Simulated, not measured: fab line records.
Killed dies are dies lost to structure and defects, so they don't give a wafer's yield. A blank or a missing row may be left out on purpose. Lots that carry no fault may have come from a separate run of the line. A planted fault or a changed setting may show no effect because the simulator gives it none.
Chamber matching + flow n5-finfet + rie-diel-01 running N5_BEOL_M14_ETCH_67: 4 sister chambers
The step etches SiARC in CF4, target depth 143 nm, time 238.3 s. 8 wafers are shown with their chamber, then 7 later ones without.

## WAFERS WITH THEIR CHAMBER
| wafer  | chamber | showerhead-plenum-p-Torr (Torr) | throttle-valve-pct (%) |
|--------|---------|---------------------------------|------------------------|
| L076.6 | 1       | 2.10                            | 15.54                  |
| L077.6 | 3       | 2.10                            | 15.54                  |
| L079.2 | 3       | 2.10                            | 15.53                  |
| L082.1 | 0       | 2.23                            | 15.67                  |
| L082.3 | 1       | 2.09                            | 15.58                  |
| L082.6 | 2       | 2.10                            | 15.18                  |
| L089.1 | 2       | 2.10                            | 15.22                  |
| L089.2 | 0       | 2.22                            | 15.68                  |

## WAFERS WHOSE CHAMBER IS MISSING
| wafer  | showerhead-plenum-p-Torr (Torr) | throttle-valve-pct (%) |
|--------|---------------------------------|------------------------|
| L089.5 | 2.10                            | 15.10                  |
| L088.1 | 2.09                            | 15.61                  |
| L088.5 | 2.22                            | 15.70                  |
| L088.6 | 2.09                            | 15.60                  |
| L095.1 | 2.09                            | 15.13                  |
| L095.3 | 2.22                            | 15.71                  |
| L095.6 | 2.22                            | 15.73                  |

## EACH ONE'S CHAMBER
| wafer  | from the rows above     | in truth                   |
|--------|-------------------------|----------------------------|
| L089.5 | 2                       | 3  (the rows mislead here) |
| L088.1 | can't be placed: 1 or 3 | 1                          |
| L088.5 | 0                       | 0                          |
| L088.6 | can't be placed: 1 or 3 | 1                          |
| L095.1 | 2                       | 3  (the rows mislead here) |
| L095.3 | 0                       | 0                          |
| L095.6 | 0                       | 0                          |
Correct placement for 3 of the 7. Unplaceable from these rows: 2, with the true chamber sitting among the candidates in 2. Number placed wrongly: 2.
How it was worked out, from the rows above alone: a wafer's distance from a chamber is the root of the sum, over the readings, of the square of ((its reading less the chamber's mean) divided by the reading's scatter). If the next closest chamber is less than 2 further off than the closest, the wafer can't be placed; otherwise it belongs to the closest. Each chamber's mean is taken over the wafers shown for it. The scatter: take each reading less its chamber's mean, square it, sum over the shown wafers, divide by the number of wafers less the number of chambers, and take the root.
